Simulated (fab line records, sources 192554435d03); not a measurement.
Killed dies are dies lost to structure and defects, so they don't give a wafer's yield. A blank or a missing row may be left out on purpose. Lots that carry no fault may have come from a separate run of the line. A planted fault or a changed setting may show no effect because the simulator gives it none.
fab line records :: flow n5Finfet
record:
  lots: 5
  wafers: 15
  lastDay: 17
route steps=1938 shown BEOL_M6@1248 BEOL_M7@1263 PASSIVATION@1936
lots that met no fault: taken from a fault-free run of the same line
startH: the number of hours between the record's first day and the start of the first shown wafer of the lot :: waitH: hours from the lot's prior step to this one :: " the same as in the row above :: L1.1+2: a row that stands for several wafers :: - no value, or no start given :: * or withheld: withheld :: < > ~ a bound
route shown NAME@n: a module of which the file shows steps, and the number in the route of the first :: usual: mean and standard deviation over wafers with no fault :: same: alike in all rows :: chamber/n: place in a boat :: sites: readings site by site :: _std_site: their standard deviation :: _edge_site: mean of outer sites minus mean of inner sites :: radiusMm: for every site, how far away it sits from the centre of the wafer :: mask NAME#n: copy n :: behind: the most recent tool/chamber to have shaped the wafer :: hold: what put the lot on hold/how long, in hours/how the hold closed :: device: transistor that didn't switch, given as n, p or np :: end of line: the route-end tests of the same wafers :: a step given without rows: its recipe and nothing more :: killed: dies that structure and defects cost at the first sort, which is not the same as the wafer's yield :: map: a wafer's dies, x killed, . not, _ none there
set.NAME: the run value of the setting; set.NAME@STEP: its run value at that earlier step :: model.NAME: the simulator's own value behind a step, which no gauge read
a table for each step, a row for each wafer; lots at some steps of the route
services: the hour from which a tool's chamber was out of use, counted from the record's first day as startH (under 0 if before that day), plus the number of hours and why
== steps ==
step: N5_BEOL_M6_CURE_75
recipe:
  tempC: 370
  timeS: 120
  ambient: DMADMS/He
  material: SiCOH_lowk
step: N5_BEOL_M6_DEGAS_44
recipe:
  ambient: vacuum
  tempC: 250
  timeS: 60
step: N5_BEOL_M6_PRE_CLEAN_45
recipe:
  gas: H2/He
  timeS: 30
  tempC: 250
step: N5_BEOL_M6_ALD_77
recipe:
  material: TaN
  targetThkA: 20
  tempC: 275
  aldPrecursorFamily: PDMAT
  aldCoReactant: NH3
  pressureTorr: 3
  carrierFlowSccm: 1500
  pulseTimeS: 2
  purgeTimeS: 3
  coReactantPurgeTimeS: 2
  coReactantPulseTimeS: 3
  aldCycles: 40
  precursorVesselTempC: 75
  precursorVesselPressureTorr: 26.25
  precursorVesselCarrierSccm: 1000
step: N5_BEOL_M6_SURFACE_TREAT_79
recipe:
  gas: Ar
  timeS: *
  ionEnergyEv: *
  ionCurrentMaCm2: 0.5
  pressureMtorr: *
  arFlowSccm: 30
step: N5_BEOL_M6_CVD_78
recipe:
  material: Co
  targetThkA: 20
  tempC: withheld
  precursor: CCTBA/H2
  pressureTorr: 30
  timeS: 142.3
step: N5_BEOL_M6_SPUTTER_48
recipe:
  material: Cu
  targetThkA: 100
  tempC: -20
  biasV: 60
  powerW: 26000
  chamberPressurePa: 0.13
  timeS: 1.667
step: N5_BEOL_M6_ECD_50
recipe:
  material: Cu
  targetThkA: 3000
step: N5_BEOL_M6_ANNEAL_51
recipe:
  tempC: 225
  timeS: 90
  ambient: N2
step: N5_BEOL_M6_CMP_52
recipe:
  stopOn: SiCOH_lowk
  tOverpolishS: 6.9
  downForcePsi: 1
  platenRpm: 50
  clearingPlatenDownForcePsi: 1.5
  clearingPlatenRpm: 50
  postCmpClean: cuAlkaline
  targetThkNm: 80
  clearingPlatenPadVelocityMS: 0.99484
  padVelocityMS: 0.99484
step: N5_BEOL_M6_PRE_CLEAN_55
recipe:
  gas: NH3
  timeS: 15
  tempC: withheld
  rfPowerW: 300
usual:
  rfFwdPowerW: 294.0/1.6
lot.wafer: L685.4
tool: pecvd-02
chamber: 0
startH: 230.46
waitH: 0.1
rfFwdPowerW: 292.9

lot.wafer: L685.5
tool: pecvd-02
chamber: 1
startH: 230.46
waitH: 0.1
rfFwdPowerW: 294.1

lot.wafer: L685.6
tool: pecvd-02
chamber: 2
startH: 230.46
waitH: 0.1
rfFwdPowerW: 294.8

lot.wafer: L691.1
tool: pecvd-02
chamber: 0
startH: 261.93
waitH: 0.0
rfFwdPowerW: 292.7

lot.wafer: L691.5
tool: pecvd-02
chamber: 0
startH: 261.93
waitH: 0.0
rfFwdPowerW: 292.5

lot.wafer: L691.6
tool: pecvd-02
chamber: 1
startH: 261.93
waitH: 0.0
rfFwdPowerW: 292.1

lot.wafer: L689.3
tool: pecvd-02
chamber: 0
startH: 264.94
waitH: 0.0
rfFwdPowerW: 293.8

lot.wafer: L689.4
tool: pecvd-02
chamber: 0
startH: 264.94
waitH: 0.0
rfFwdPowerW: 292.2

lot.wafer: L689.6
tool: pecvd-02
chamber: 2
startH: 264.94
waitH: 0.0
rfFwdPowerW: 295.7

lot.wafer: L692.1
tool: pecvd-02
chamber: 1
startH: 271.06
waitH: 0.0
rfFwdPowerW: 294.6

lot.wafer: L692.3
tool: pecvd-02
chamber: 0
startH: 271.06
waitH: 0.0
rfFwdPowerW: 290.6

lot.wafer: L692.4
tool: pecvd-02
chamber: 0
startH: 271.06
waitH: 0.0
rfFwdPowerW: 291.0

lot.wafer: L698.3
tool: pecvd-04
chamber: 1
startH: 324.10
waitH: 0.0
rfFwdPowerW: 295.8

lot.wafer: L698.4
tool: pecvd-04
chamber: 2
startH: 324.10
waitH: 0.0
rfFwdPowerW: 294.4

lot.wafer: L698.6
tool: pecvd-04
chamber: 1
startH: 324.10
waitH: 0.0
rfFwdPowerW: 295.4
step: N5_BEOL_M6_DEP_56
recipe:
  material: SiCN
  targetThkA: 100
  tempC: withheld
  precursor: 3MS/NH3
  pressureTorr: 3
  rfW: 202
  timeS: 17.5
step: N5_BEOL_M6_INSPECT_58
recipe:
  inspectInstrument: darkfield
  mode: postDep
usual:
  rawDefectCount: 69/21
lot.wafer: L685.4
tool: defectInspect-01
chamber: -
startH: 230.57
waitH: 0.0
rawDefectCount: 57

lot.wafer: L685.5
tool: defectInspect-01
chamber: -
startH: 230.57
waitH: 0.0
rawDefectCount: 71

lot.wafer: L685.6
tool: defectInspect-01
chamber: -
startH: 230.57
waitH: 0.0
rawDefectCount: 58

lot.wafer: L691.1
tool: defectInspect-01
chamber: -
startH: 262.05
waitH: 0.0
rawDefectCount: 326

lot.wafer: L691.5
tool: defectInspect-01
chamber: -
startH: 262.05
waitH: 0.0
rawDefectCount: 340

lot.wafer: L691.6
tool: defectInspect-01
chamber: -
startH: 262.05
waitH: 0.0
rawDefectCount: 313

lot.wafer: L689.3
tool: defectInspect-01
chamber: -
startH: 265.06
waitH: 0.0
rawDefectCount: 310

lot.wafer: L689.4
tool: defectInspect-01
chamber: -
startH: 265.06
waitH: 0.0
rawDefectCount: 303

lot.wafer: L689.6
tool: defectInspect-01
chamber: -
startH: 265.06
waitH: 0.0
rawDefectCount: 301

lot.wafer: L692.1
tool: defectInspect-01
chamber: -
startH: 271.18
waitH: 0.0
rawDefectCount: 315

lot.wafer: L692.3
tool: defectInspect-01
chamber: -
startH: 271.18
waitH: 0.0
rawDefectCount: 318

lot.wafer: L692.4
tool: defectInspect-01
chamber: -
startH: 271.18
waitH: 0.0
rawDefectCount: 366

lot.wafer: L698.3
tool: defectInspect-01
chamber: -
startH: 324.22
waitH: 0.0
rawDefectCount: 89

lot.wafer: L698.4
tool: defectInspect-01
chamber: -
startH: 324.22
waitH: 0.0
rawDefectCount: 78

lot.wafer: L698.6
tool: defectInspect-01
chamber: -
startH: 324.22
waitH: 0.0
rawDefectCount: 52
step: N5_BEOL_M7_ILD_DEP_00
recipe:
  material: SiCOH_lowk
  targetThkA: 1797.5
  tempC: 300
  precursor: DEMS/porogen
  pressureTorr: 5
  rfW: 500
  timeS: 33.4
step: N5_BEOL_M7_CURE_74
recipe:
  tempC: 385
  timeS: 240
  ambient: He/Ar
  material: SiCOH_lowk
step: N5_BEOL_M7_PECVD_70
recipe:
  material: SiO2
  targetThkA: 200
  tempC: 400
  precursor: TEOS/O2
  pressureTorr: 5.5
  rfW: 450
  teosFlowSccm: 53.8
  gas: O2
  flowSccm: 3000
  timeS: 22.7
step: N5_BEOL_M7_HM_DEP_02
recipe:
  material: TiN
  targetThkA: 200
  tempC: 25
  chamberPressurePa: 0.49996
step: N5_BEOL_M7_COAT_59
recipe:
  resist: SOC
  tempC: 250
  timeS: 60
  spinRpm: 1500
  resistThkNm: 100
step: N5_BEOL_M7_COAT_60
recipe:
  resist: SiARC
  tempC: 220
  timeS: 60
  spinRpm: 1500
  resistThkNm: 35
step: N5_BEOL_M7_COAT_05
recipe:
  resist: CAR-ArF
  spinRpm: 1500
  resistThkNm: 90
step: N5_BEOL_M7_EBR_07
recipe:
  solvent: PGMEA
  ebrWidthMm: 1.5
step: N5_BEOL_M7_SOFTBAKE_06
recipe:
  tempC: 110
  timeS: 60
  resist: CAR-ArF
step: N5_BEOL_M7_EXPOSE_08
recipe:
  maskId: M7
  na: 1.35
  sourceShape: dipole
  sigmaInner: 0.817
  sigmaOuter: 0.97
  polarization: te
  doseMj: 68.25
step: N5_BEOL_M7_PEB_09
recipe:
  pebTempC: withheld
  pebTimeS: 60
  resist: CAR-ArF
step: N5_BEOL_M7_DEVELOP_10
recipe:
  developTimeS: 30
  developer: TMAH
  resist: CAR-ArF
  rinseLiquid: diw
  dry: airSpin
  devTempC: 23
step: N5_BEOL_M7_INSPECT_13
recipe:
  mode: adi
  inspectInstrument: brightfield
usual:
  rawDefectCount: 411/91
lot.wafer: L685.4
tool: defectInspect-02
chamber: -
startH: 232.49
waitH: 0.0
rawDefectCount: 631

lot.wafer: L685.5
tool: defectInspect-02
chamber: -
startH: 232.49
waitH: 0.0
rawDefectCount: 593

lot.wafer: L685.6
tool: defectInspect-02
chamber: -
startH: 232.49
waitH: 0.0
rawDefectCount: 466

lot.wafer: L691.1
tool: defectInspect-02
chamber: -
startH: 264.64
waitH: 0.0
rawDefectCount: 736

lot.wafer: L691.5
tool: defectInspect-02
chamber: -
startH: 264.64
waitH: 0.0
rawDefectCount: 676

lot.wafer: L691.6
tool: defectInspect-02
chamber: -
startH: 264.64
waitH: 0.0
rawDefectCount: 686

lot.wafer: L689.3
tool: defectInspect-02
chamber: -
startH: 268.27
waitH: 0.0
rawDefectCount: 646

lot.wafer: L689.4
tool: defectInspect-02
chamber: -
startH: 268.27
waitH: 0.0
rawDefectCount: 591

lot.wafer: L689.6
tool: defectInspect-02
chamber: -
startH: 268.27
waitH: 0.0
rawDefectCount: 638

lot.wafer: L692.1
tool: defectInspect-02
chamber: -
startH: 272.90
waitH: 0.0
rawDefectCount: 546

lot.wafer: L692.3
tool: defectInspect-02
chamber: -
startH: 272.90
waitH: 0.0
rawDefectCount: 654

lot.wafer: L692.4
tool: defectInspect-02
chamber: -
startH: 272.90
waitH: 0.0
rawDefectCount: 642

lot.wafer: L698.3
tool: defectInspect-01
chamber: -
startH: 325.76
waitH: 0.0
rawDefectCount: 374

lot.wafer: L698.4
tool: defectInspect-01
chamber: -
startH: 325.76
waitH: 0.0
rawDefectCount: 386

lot.wafer: L698.6
tool: defectInspect-01
chamber: -
startH: 325.76
waitH: 0.0
rawDefectCount: 286
step: N5_BEOL_M7_DESCUM_16
recipe:
  chemistry: O2
  timeS: 7.9
  sourcePowerW: 50
  biasPowerW: 20
  pressureMtorr: 20
  rfFrequencyHz: 2.712e+07
  tempC: 40
  resist: CAR-ArF
  o2FlowSccm: 225
step: N5_PASSIVATION_PROBE_49
usual:
  defectLimitedYield: 91.0/1.3
  killed_at_M0_to_M3: 36/9.5
  killed_at_M4_up: 14/5.6
  killedAtContacts: 12/6.4
  killedAtFrontEnd: 40/10
  killedAtOther: 3.2/3
  killedDies: 107/15
  killedOpen: 69/12
  killedShort: 35/7.7
  sort_bin_5_function: 5.3/0.91
  sort_bin_6_memory: 3.3/0.65
  sortNPass: 1073/15
  sortYieldPct: 91.0/1.3
same:
  grossDies: 1180
  killedAtBackSide: 0
  sort_bin_4_leakage[%]: 0
  sort_bin_8_speed[%]: 0
lot.wafer: L691.1
tool: prober-02
chamber: -
startH: 354.61
waitH: 0.0
defectLimitedYield[%]: 80.6
killed_at_M0_to_M3: 34
killed_at_M4_up: 115
killedAtContacts: 18
killedAtFrontEnd: 57
killedAtOther: 5
killedDies: 229
killedOpen: 83
killedShort: 42
sort_bin_5_function[%]: 13.1
sort_bin_6_memory[%]: 5.2
sortNPass: 951
sortYieldPct[%]: 80.6

lot.wafer: L691.5
tool: prober-02
chamber: -
startH: 354.81
waitH: 0.2
defectLimitedYield[%]: 82.0
killed_at_M0_to_M3: 45
killed_at_M4_up: 110
killedAtContacts: 10
killedAtFrontEnd: 45
killedAtOther: 2
killedDies: 212
killedOpen: 70
killedShort: 43
sort_bin_5_function[%]: 10.2
sort_bin_6_memory[%]: 6.4
sortNPass: 968
sortYieldPct[%]: 82.0

lot.wafer: L691.6
tool: prober-02
chamber: -
startH: 354.86
waitH: 0.3
defectLimitedYield[%]: 82.5
killed_at_M0_to_M3: 44
killed_at_M4_up: 97
killedAtContacts: 25
killedAtFrontEnd: 40
killedAtOther: 1
killedDies: 207
killedOpen: 72
killedShort: 35
sort_bin_5_function[%]: 10.3
sort_bin_6_memory[%]: 5.3
sortNPass: 973
sortYieldPct[%]: 82.5

lot.wafer: L689.3
tool: prober-01
chamber: -
startH: 354.78
waitH: 0.1
defectLimitedYield[%]: 82.5
killed_at_M0_to_M3: 51
killed_at_M4_up: 107
killedAtContacts: 13
killedAtFrontEnd: 32
killedAtOther: 4
killedDies: 207
killedOpen: 73
killedShort: 41
sort_bin_5_function[%]: 10.8
sort_bin_6_memory[%]: 5.6
sortNPass: 973
sortYieldPct[%]: 82.5

lot.wafer: L689.4
tool: prober-01
chamber: -
startH: 354.83
waitH: 0.2
defectLimitedYield[%]: 83.3
killed_at_M0_to_M3: 32
killed_at_M4_up: 107
killedAtContacts: 19
killedAtFrontEnd: 39
killedAtOther: 0
killedDies: 197
killedOpen: 67
killedShort: 35
sort_bin_5_function[%]: 10.9
sort_bin_6_memory[%]: 4.4
sortNPass: 983
sortYieldPct[%]: 83.3

lot.wafer: L689.6
tool: prober-01
chamber: -
startH: 354.93
waitH: 0.3
defectLimitedYield[%]: 87.6
killed_at_M0_to_M3: 23
killed_at_M4_up: 71
killedAtContacts: 20
killedAtFrontEnd: 30
killedAtOther: 2
killedDies: 146
killedOpen: 65
killedShort: 21
sort_bin_5_function[%]: 8.3
sort_bin_6_memory[%]: 3.1
sortNPass: 1034
sortYieldPct[%]: 87.6

lot.wafer: L692.1
tool: prober-02
chamber: -
startH: 358.16
waitH: 0.0
defectLimitedYield[%]: 81.8
killed_at_M0_to_M3: 54
killed_at_M4_up: 112
killedAtContacts: 4
killedAtFrontEnd: 42
killedAtOther: 3
killedDies: 215
killedOpen: 80
killedShort: 40
sort_bin_5_function[%]: 10.9
sort_bin_6_memory[%]: 6.1
sortNPass: 965
sortYieldPct[%]: 81.8

lot.wafer: L692.3
tool: prober-02
chamber: -
startH: 358.26
waitH: 0.1
defectLimitedYield[%]: 83.2
killed_at_M0_to_M3: 40
killed_at_M4_up: 100
killedAtContacts: 8
killedAtFrontEnd: 47
killedAtOther: 3
killedDies: 198
killedOpen: 72
killedShort: 37
sort_bin_5_function[%]: 11.4
sort_bin_6_memory[%]: 3.8
sortNPass: 982
sortYieldPct[%]: 83.2

lot.wafer: L692.4
tool: prober-02
chamber: -
startH: 358.31
waitH: 0.2
defectLimitedYield[%]: 83.2
killed_at_M0_to_M3: 27
killed_at_M4_up: 123
killedAtContacts: 5
killedAtFrontEnd: 37
killedAtOther: 6
killedDies: 198
killedOpen: 72
killedShort: 30
sort_bin_5_function[%]: 10.2
sort_bin_6_memory[%]: 5.2
sortNPass: 982
sortYieldPct[%]: 83.2
killed by level:class
L691.1 BEOL_M6:unspecified=100 STI_FIN_REVEAL:geometricParticle:open=14 MOL_CONTACT_COAG:geometricParticle:open=11 GATE_CUT:geometricParticle:short=9 BEOL_M2:geometricParticle:open=9 BEOL_M3:geometricParticle:open=8 MOL_CONTACT_COAG:geometricParticle:short=7 FIN_SAQP:geometricParticle:short=6
L689.3 BEOL_M6:unspecified=91 BEOL_M0_SAQP:geometricParticle:open=18 BEOL_M0_SAQP:geometricParticle:short=12 MOL_CONTACT_COAG:geometricParticle:open=10 STI_FIN_REVEAL:geometricParticle:open=6 BEOL_M4:geometricParticle:open=6 FIN_SAQP:geometricParticle:short=5 GATE_CUT:geometricParticle:short=5
L691.5 BEOL_M6:unspecified=94 BEOL_M0_SAQP:geometricParticle:open=14 STI_FIN_REVEAL:geometricParticle:open=11 BEOL_M2:geometricParticle:open=9 BEOL_M0_SAQP:geometricParticle:short=8 MOL_CONTACT_COAG:geometricParticle:open=7 DUMMY_GATE:geometricParticle:open=5 GATE_CUT:geometricParticle:short=5
L689.4 BEOL_M6:unspecified=94 MOL_CONTACT_COAG:geometricParticle:open=16 BEOL_M3:geometricParticle:open=9 BEOL_M4:geometricParticle:open=9 ILD0:geometricParticle:short=7 BEOL_M0_SAQP:geometricParticle:short=7 FIN_SAQP:geometricParticle:short=5 STI_FIN_REVEAL:geometricParticle:open=5
L691.6 BEOL_M6:unspecified=82 MOL_CONTACT_COAG:geometricParticle:open=21 HKMG_FIN:areaEtch=12 BEOL_M0_SAQP:geometricParticle:short=11 BEOL_M2:geometricParticle:open=11 BEOL_M0_SAQP:geometricParticle:open=10 STI_FIN_REVEAL:geometricParticle:open=8 GATE_CUT:geometricParticle:short=4
L689.6 BEOL_M6:unspecified=59 MOL_CONTACT_COAG:geometricParticle:open=16 STI_FIN_REVEAL:geometricParticle:open=8 BEOL_M3:geometricParticle:open=7 BEOL_M1:geometricParticle:open=6 GATE_CUT:geometricParticle:short=5 BEOL_M4:geometricParticle:open=5 FIN_SAQP:geometricParticle:open=4
L692.1 BEOL_M6:unspecified=93 BEOL_M1:geometricParticle:open=19 STI_FIN_REVEAL:geometricParticle:open=13 BEOL_M0_SAQP:geometricParticle:short=10 FIN_SAQP:geometricParticle:short=7 BEOL_M0_SAQP:geometricParticle:open=7 BEOL_M2:geometricParticle:open=6 GATE_CUT:geometricParticle:short=5
L692.3 BEOL_M6:unspecified=86 STI_FIN_REVEAL:geometricParticle:open=14 BEOL_M1:geometricParticle:short=9 BEOL_M2:geometricParticle:open=8 FIN_SAQP:geometricParticle:open=7 BEOL_M4:geometricParticle:open=7 MOL_CONTACT_COAG:geometricParticle:open=6 BEOL_M0_SAQP:geometricParticle:short=6
L692.4 BEOL_M6:unspecified=96 STI_FIN_REVEAL:geometricParticle:open=10 BEOL_M1:geometricParticle:open=9 BEOL_M4:geometricParticle:open=9 FIN_SAQP:geometricParticle:open=8 FIN_SAQP:geometricParticle:short=5 BEOL_M0_SAQP:geometricParticle:short=5 DUMMY_GATE:geometricParticle:open=4
map L689.3 (x killed, . not)
_________________.x..x...x.x.________________
______________...xx............x_____________
___________...x.x.......xx.x.......__________
__________.........................._________
________......x.................x....._______
_______...............x.x..............______
______............xx..............x....._____
_____.................x.......x..........____
____................x.............x.......___
___.x....x.....x..........................x__
___....x..................................x__
__.x.............x..xx........x...x........._
__.............x...x...x......x........xx..x_
_.........x.....x...........xxx......x...x...
_.........x..........x.x..........x....x....x
_....x.......x....x......x...xxx.x..xx.......
_.........x................xx..x.xxxxx......x
_x...........x...xx.......x.xxxxxxxx.xxx.....
_......................x.xx.xxxxxxxxxxx......
_..x..........................xxxxxxxxx.x...x
_.............x...........x..xxxxxxxxxx......
__........x................x.xxxxxxxxxx....._
__....xx.....................xxxxxxxxxxxx..._
___x...............x...x.....x.x..xxxx.x...__
___.....x.x.xx.......x....x....xxx..xx.....__
____.............x..........x...x.........___
_____.....................x..x.x.........____
______x......x..............x.......x..._____
_______...x....x...x.......xxx.........______
________x........xx.xx...............x_______
__________....x..............xx....._________
___________..............x...x....x__________
______________.x.x.............x_____________
_________________............________________
map L691.1 (x killed, . not)
_________________.......x....________________
______________.................._____________
___________x.........x...xx.x....x.__________
__________.x..............x........._________
________....x........................._______
_______.............x..................______
______.....x....x........x...x....x....._____
_____.............x...x...............x..____
____........x..x.....x..........x.........___
___x..x.....................x........x...x.__
___......x.x.....................x.........__
__.x....x.....................x.x..........._
__.....xx.....x...................x........._
_.........x.......xx.x.x.x.......x.....x.....
_.........x...x.x...x.......xx..x.x...x......
_..x...x.....x..........x....x.xx.x..x.x.....
_....x....x....x....x....xx..xx.xxx.x........
_.xx....x.x................xx.xxxxxx..xxx....
_.x.....x.........xx..x.....xxxxxxxxxxxx.....
_.........x...............xxxxxxxxxxxxx..x...
_.x......x..x..x....xx.x....xxxxxxxxxx.xx....
__.......x..................xx.xxxxxxxxx...._
__.....x..x............x.xxxx.xxxxxxx.xx...._
___...............x.xx..x..xx...xxxxx.x.x..__
___.......x..x.x............xxxxx.xxx......__
____...............x..x...........xx..xx..___
_____........x....x......x...............____
______.........x.............x...x.....x_____
_______................x..x.x........x.______
________................x....x........_______
__________..........x.........x....x_________
___________.x...............x..xx.x__________
______________xx................_____________
_________________.....xx.xx..________________
== services ==
tool: pecvd-02
chamber: -
startH: 226.68
hours: 1.2
kind: repair

tool: pecvd-04
chamber: -
startH: 229.27
hours: 2.6
kind: repair

tool: pecvd-04
chamber: 1
startH: 255.80
hours: 14.1
kind: repair

tool: pecvd-02
chamber: 2
startH: 299.65
hours: 5.5
kind: scheduledDown

tool: pecvd-02
chamber: 1
startH: 305.11
hours: 2.1
kind: scheduledDown

tool: pecvd-02
chamber: -
startH: 307.51
hours: 5.5
kind: pm
== key ==
firstSign:
  step: N5_BEOL_M6_INSPECT_58
  reading: rawDefectCount
  direction: up
  sigmas: 12
  usual: 69
  struck: 321
effect:
  step: N5_BEOL_M7_INSPECT_13
  reading: rawDefectCount
  direction: up
  sigmas: 2.6
  usual: 411
  struck: 646
effect:
  step: N5_PASSIVATION_PROBE_49
  reading: killed_at_M4_up
  direction: up
  sigmas: 16
  usual: 14
  struck: 105
moreKillsBornAt:
  N5_BEOL_M6_PRE_CLEAN_55@pecvd-02: 795
metAt N5_BEOL_M6_PRE_CLEAN_55
struckWafers L689.3,L689.4,L689.6,L691.1,L691.5,L691.6,L692.1,L692.3,L692.4
baselineLoss:
  step: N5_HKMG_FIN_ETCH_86
  wafers: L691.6
onsetBetween 230.46 261.93
fault:
  kind: chamberParticleSource
  tool: pecvd-02
  chamber: -
  onsetH: 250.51
  steps: N5_BEOL_M6_PRE_CLEAN_55
  ratePerVisitCm2: 0.40002
  endH: 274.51
baselineLoss: these wafers lose ten dies or more at that step, a loss of the line's own and not of a fault; the sort's usual values leave them out
